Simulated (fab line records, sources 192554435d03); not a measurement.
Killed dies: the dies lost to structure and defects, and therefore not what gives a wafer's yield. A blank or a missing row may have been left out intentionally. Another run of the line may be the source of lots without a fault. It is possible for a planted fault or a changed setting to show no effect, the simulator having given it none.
Which tool is to blame? + flow n5Finfet + 7 lots with 21 wafers sampled at 2 steps, on a route of 1938 steps

WHAT THE GAUGES SHOWED, per wafer
N5_BEOL_M15_CD_MEAS_17 targets a cd of 360 nm.
| lot  | measured     | on       | cdNm (nm)         |
|------|--------------|----------|-------------------|
| L561 | day 11 23:50 | cdSem-02 | 365.5 364.9 364.1 |
| L562 | day 12 05:25 | cdSem-01 | 361.4 363.4 361.7 |
| L569 | day 14 07:49 | cdSem-01 | 366.5 363.7 366.1 |
| L571 | day 14 21:22 | cdSem-03 | 363.2 363.5 363.3 |
| L577 | day 16 14:07 | cdSem-01 | 361.4 365.5 360.6 |
| L579 | day 17 02:06 | cdSem-03 | 359.1 356.6 358.9 |
| L581 | day 17 22:16 | cdSem-01 | 362.4 361.5 360.2 |

WHAT TOOL EACH LOT RAN ON (gives the tool, then ch and the chambers of the sampled wafers, and finally the start)
| lot  | N5_BEOL_M15_ILD_DEP_00          |
|------|---------------------------------|
| L561 | pecvd-02 ch 0,2, day 11 22:42   |
| L562 | pecvd-01 ch 0,1,2, day 12 04:09 |
| L569 | pecvd-02 ch 0,1,2, day 14 06:32 |
| L571 | pecvd-01 ch 1,2, day 14 20:07   |
| L577 | pecvd-01 ch 0,1,2, day 16 12:50 |
| L579 | pecvd-02 ch 0,1, day 17 00:46   |
| L581 | pecvd-02 ch 0,2, day 17 20:48   |
- N5_BEOL_M15_ILD_DEP_00: deposits SiO2 from TEOS/O2, target thk 1629.3 nm, time 346.1 s.

THE ANSWER, worked out from the rows above alone
Rule: what is usual is taken from the lots themselves. The widest of any qualifying gaps counts: lots, ordered by their means at a reading, are off when they make up no more than a third of the lots, leave a main group of 4 or more, and stand apart from it by 3 or more times the standard deviation of that group's means. Not used: any main group whose means are identical at the precision the tables above print for the reading. Also off: a lot with no number at a reading for which 4 or more lots have one. All remaining lots with rows at the step are treated as sound.
No lot is off at any reading shown: from this, nothing can be told.

WHAT THE SIMULATOR HAD PUT IN
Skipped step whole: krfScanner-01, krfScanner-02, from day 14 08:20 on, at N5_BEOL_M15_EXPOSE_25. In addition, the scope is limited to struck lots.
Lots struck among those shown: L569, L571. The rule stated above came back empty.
